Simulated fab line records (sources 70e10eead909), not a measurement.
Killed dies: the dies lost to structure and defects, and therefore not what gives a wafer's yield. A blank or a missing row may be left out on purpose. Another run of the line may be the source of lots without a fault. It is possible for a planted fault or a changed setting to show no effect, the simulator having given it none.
Struck lot and sound lot, side by side | flow nand_harc | 14 out of 1302 route steps
Sound: the wafers L551.2, L551.4, L551.6. Struck: wafer L563.4 (L563.1, L563.6, from the same lot, were not struck and are left out); the cause is given at the end.
At each step with rows: each side's tool, then ch and its chambers, then its first start. Under that, the readings that differ: sound wafers | struck wafers | difference of the means | sigmas: that difference in standard deviations of wafers without a fault.
alike: words and numbers the same on both sides, and readings whose means are apart by under 2 such deviations; not compared: readings that were withheld, readings missing a value for some wafer, numbers with overlapping values and no deviation given by the record, and bounds like >300 which may hide the same value.
The two part at a step that has a row with sigmas, a row that says differs or no value, or rows on one side only. Numbers that don't overlap but have no deviation are shown without sigmas and don't part them. A reading that every wafer of one side lacks parts them only if that side has two wafers or more.

NHARC_A_CONTACT_ETCH_137: etches the open film in C4F8/O2/Ar, time 311 s, target depth 1912 nm.
  sound on har_cap_etch-01 ch 0,1, day 23 19:10; struck on har_cap_etch-02 ch 1, day 28 06:54
  not compared: rf_hours_counter_h
then, 2 steps without rows for these wafers: NHARC_A_CONTACT_ETCH_138 (etches the open film in C4F8/O2/Ar, time 311 s, target depth 1914 nm); NHARC_A_CONTACT_ETCH_139 (etches the open film in C4F8/O2/Ar, time 195 s, target depth 840 nm).
NHARC_A_CONTACT_ETCH_92: etches the open film in CH3F/O2, target depth 40 nm, time 85.7 s.
  sound on rie_diel-06 ch 0,2,3, day 23 20:17; struck on rie_diel-05 ch 2, day 28 08:00
  reading                     | sound                | struck | difference | sigmas
  drypump_motor_current_A (A) | 5.3 4.6 6.4          | 6.5    | +1.1       | +2
  throttle_valve_pct (%)      | 20.677 20.663 20.682 | 20.654 | -0.020     | -2
  alike: o2_flow_sccm, oes_product_au, rf_vpp_V, showerhead_plenum_p_Torr
  not compared: rf_hours_counter_h
then, 1 step without rows for these wafers: NHARC_A_CONTACT_ETCH_98 (etches the open film in C4F6/O2, target depth 20 nm, time 10 s).
NHARC_A_CONTACT_CD_MEAS_15:
  sound on cd_sem-03, day 23 20:35; struck on cd_sem-01, day 28 08:13
  alike: cd_nm
then, 3 steps without rows for these wafers: NHARC_A_CONTACT_STRIP_107 (strips in N2/H2); NHARC_A_CONTACT_STRIP_108 (strips in CF4/CHF3); NHARC_A_CONTACT_STRIP_109 (strips in O2/COS).
NHARC_A_CONTACT_ETCH_110: etches the open film in CF4/O2, target depth 60 nm, overetch 6 nm, time 33 s.
  sound on rie_diel-10 ch 0,3, day 23 20:52; struck on rie_diel-05 ch 0, day 28 08:31
  alike: cf4_flow_sccm, drypump_motor_current_A, o2_flow_sccm, oes_product_au, rf_vpp_V, showerhead_plenum_p_Torr, throttle_valve_pct
  not compared: rf_hours_counter_h
NHARC_A_CONTACT_STRIP_26: strips in O2.
  sound: rie_diel-10 ch 0,1,3; struck: rie_diel-05 ch 2
  reading                | sound                | struck | difference | sigmas
  throttle_valve_pct (%) | 17.029 17.036 17.027 | 17.051 | +0.020     | +2
  alike: drypump_motor_current_A, o2_flow_sccm, oes_product_au, rf_vpp_V, showerhead_plenum_p_Torr
  not compared: rf_hours_counter_h
then, 1 step without rows for these wafers: NHARC_A_CONTACT_STRIP_27 (strips in post etch residue remover, time 600 s).
NHARC_A_CONTACT_ALD_18: deposits TiN, target thk 3 nm, pulse time 1 s, ald cycles 150.
  sound on ald_metal-03 ch 0,1,2, day 23 21:32; struck on ald_metal-03 ch 0, day 28 09:10
  reading                    | sound             | struck | difference | sigmas
  ald_cycles                 | 150 150 150       | 71     | -79        |
  precursor_pulse_height_rel | 1.004 1.026 1.051 | 0.952  | -0.075     | -4
  alike: heater_power_w
NHARC_A_CONTACT_CVD_19: deposits W, target thk 300 nm, time 802 s.
  sound: cvd_w-02 ch 0,1; struck: cvd_w-02 ch 1
  alike: heater_power_w, mfc_h2_sccm, throttle_valve_pct

## WHERE THEY PART
Last at NHARC_A_CONTACT_ALD_18 as far as this record goes, first at NHARC_A_CONTACT_ETCH_92. Later steps at which nothing parts them and some readings are alike: NHARC_A_CONTACT_CVD_19.

WHY: the cause the simulator had injected
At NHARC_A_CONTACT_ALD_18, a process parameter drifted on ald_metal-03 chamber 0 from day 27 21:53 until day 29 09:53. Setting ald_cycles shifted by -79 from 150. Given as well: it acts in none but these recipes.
